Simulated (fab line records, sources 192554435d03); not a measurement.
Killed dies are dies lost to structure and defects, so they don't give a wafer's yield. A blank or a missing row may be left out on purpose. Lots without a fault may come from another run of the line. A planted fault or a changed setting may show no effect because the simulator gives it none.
Which tool did it? | flow n5_finfet | 11 lots, 30 wafers sampled, at 4 steps of a route of 1938

WHAT THE GAUGES READ, wafer by wafer
N5_BEOL_M0_INSPECT_127: inspects for defects (darkfield).
lot  | measured     | on                | raw_defect_count
L836 | day 6 03:04  | defect_inspect-02 | 71 76 74
L837 | day 6 16:29  | defect_inspect-01 | 84 59 86
L838 | day 6 21:59  | defect_inspect-02 | 54 37 34
L843 | day 7 21:15  | defect_inspect-01 | 47 66 87
L844 | day 8 09:42  | defect_inspect-02 | 111 93 83
L845 | day 8 16:01  | defect_inspect-01 | 51 43 48
L846 | day 8 17:47  | defect_inspect-02 | 147 123 119
L849 | day 9 13:25  | defect_inspect-01 | 75 3502
L851 | day 9 22:05  | defect_inspect-02 | 40 3642
L856 | day 11 06:26 | defect_inspect-02 | 3551 3526
L858 | day 11 23:37 | defect_inspect-02 | 59 48 45

WHICH TOOL RAN EACH LOT (tool, then ch and the chambers of the sampled wafers, then the start)
lot  | N5_BEOL_M0_DEGAS_112         | N5_BEOL_M0_SPUTTER_134       | N5_BEOL_M0_CMP_120
L836 | pvd_sputter-02, day 5 23:11  | pvd_sputter-03, day 6 00:11  | cmp-02 ch 1,3, day 6 02:25
L837 | pvd_sputter-03, day 6 13:21  | pvd_sputter-03, day 6 14:21  | cmp-03 ch 0,2,3, day 6 15:51
L838 | pvd_sputter-01, day 6 18:39  | pvd_sputter-01, day 6 19:50  | cmp-03 ch 2,3, day 6 21:25
L843 | pvd_sputter-03, day 7 17:41  | pvd_sputter-02, day 7 18:37  | cmp-03 ch 0,1,2, day 7 20:40
L844 | pvd_sputter-01, day 8 04:13  | pvd_sputter-03, day 8 05:10  | cmp-02 ch 0,2, day 8 09:09
L845 | pvd_sputter-02, day 8 11:14  | pvd_sputter-03, day 8 11:58  | cmp-02 ch 1,2, day 8 15:26
L846 | pvd_sputter-03, day 8 14:50  | pvd_sputter-01, day 8 15:54  | cmp-02 ch 0,2, day 8 17:13
L849 | pvd_sputter-02, day 9 10:25  | pvd_sputter-01, day 9 11:21  | cmp-02 ch 1,2, day 9 12:50
L851 | pvd_sputter-03, day 9 18:43  | pvd_sputter-01, day 9 19:39  | cmp-02 ch 0,3, day 9 21:28
L856 | pvd_sputter-03, day 11 03:53 | pvd_sputter-03, day 11 04:45 | cmp-02 ch 2,3, day 11 06:01
L858 | pvd_sputter-01, day 11 21:20 | pvd_sputter-02, day 11 22:17 | cmp-04 ch 0,1,2, day 11 23:07
- N5_BEOL_M0_DEGAS_112: time 60 s.
- N5_BEOL_M0_SPUTTER_134: material Cu, target thk 4 nm, time 7.37 s.
- N5_BEOL_M0_CMP_120: polishes, stops on SiOC, t overpolish 6.9 s.

THE ANSWER, worked out from the rows above alone
Rule: what is usual is taken from the lots themselves. Put in order of their means at a reading, lots are off if they are a third of the lots or fewer, leave a main group of 4 or more, and stand apart from it by a gap of 3 or more times the standard deviation of the main group's means; of several such gaps the widest counts. A main group whose means are all the same, to the digits that the tables above print for the reading, isn't used. A lot without any number at a reading at which 4 lots or more have one is off too. The other lots that the step has rows for count as sound.
Off: L849, L851, L856, at N5_BEOL_M0_INSPECT_127 (raw_defect_count). The main group: mean 73, standard deviation 27.
A tool fits if, at a process step before that reading, it ran every lot that is off, and no sound lot after the first of them. The gauges at N5_BEOL_M0_INSPECT_127 are tried like those tools. One fits: cmp-02 at N5_BEOL_M0_CMP_120. Its last sound lot is L846 (day 8 17:13), its first lot that is off L849 (day 9 12:50): a fault that began between those two fits.

WHAT THE SIMULATOR HAD PUT IN
Process parameter drift: cmp-02, from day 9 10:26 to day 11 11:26, at N5_BEOL_M0_CMP_120. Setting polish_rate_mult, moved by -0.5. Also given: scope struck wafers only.
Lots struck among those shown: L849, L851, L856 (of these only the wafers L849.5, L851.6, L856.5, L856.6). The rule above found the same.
